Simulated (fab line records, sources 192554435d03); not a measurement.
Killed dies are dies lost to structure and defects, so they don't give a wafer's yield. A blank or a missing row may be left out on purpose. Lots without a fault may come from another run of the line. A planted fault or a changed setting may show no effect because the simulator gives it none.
Chamber matching | flow n5_finfet | N5_BEOL_M13_VIA_ETCH_16 on rie_diel-03: 4 sister chambers
The step etches SiOC in C4F8/O2/Ar, target depth 921.7 nm. 8 wafers are shown with their chamber, then 8 later ones without.

WAFERS WITH THEIR CHAMBER
wafer  | chamber | drypump_motor_current_A (A) | showerhead_plenum_p_Torr (Torr)
L077.5 | 1       | 6.1                         | 3.57
L083.6 | 1       | 6.1                         | 3.56
L086.2 | 3       | 5.9                         | 3.49
L086.4 | 2       | 4.9                         | 3.36
L090.1 | 0       | 6.8                         | 3.44
L090.4 | 2       | 4.9                         | 3.36
L090.5 | 0       | 6.7                         | 3.44
L093.3 | 3       | 5.9                         | 3.48

WAFERS WITHOUT THEIR CHAMBER
wafer  | drypump_motor_current_A (A) | showerhead_plenum_p_Torr (Torr)
L093.4 | 6.7                         | 3.44
L093.6 | 6.8                         | 3.44
L094.1 | 5.9                         | 3.48
L094.4 | 4.9                         | 3.35
L094.5 | 6.1                         | 3.55
L097.1 | 6.0                         | 3.48
L097.2 | 6.7                         | 3.44
L097.5 | 6.0                         | 3.55

WHICH CHAMBER EACH WENT THROUGH
wafer  | from the rows above | in truth
L093.4 | 0                   | 0
L093.6 | 0                   | 0
L094.1 | 3                   | 3
L094.4 | 2                   | 2
L094.5 | 1                   | 1
L097.1 | 3                   | 3
L097.2 | 0                   | 0
L097.5 | 1                   | 1
Placed correctly: 8 of 8. Can't be placed from these rows: 0. Placed wrongly: 0.
How it was worked out, from the rows above alone: a wafer's distance from a chamber is the root of the sum, over the readings, of the square of ((its reading less the chamber's mean) divided by the reading's scatter). The wafer belongs to the nearest chamber; if the next one is less than 2 further off, it can't be placed. A chamber's mean is the mean of its shown wafers. The scatter: the root of (the sum of the squares of (reading less its chamber's mean) over the shown wafers, divided by (wafers less chambers)).
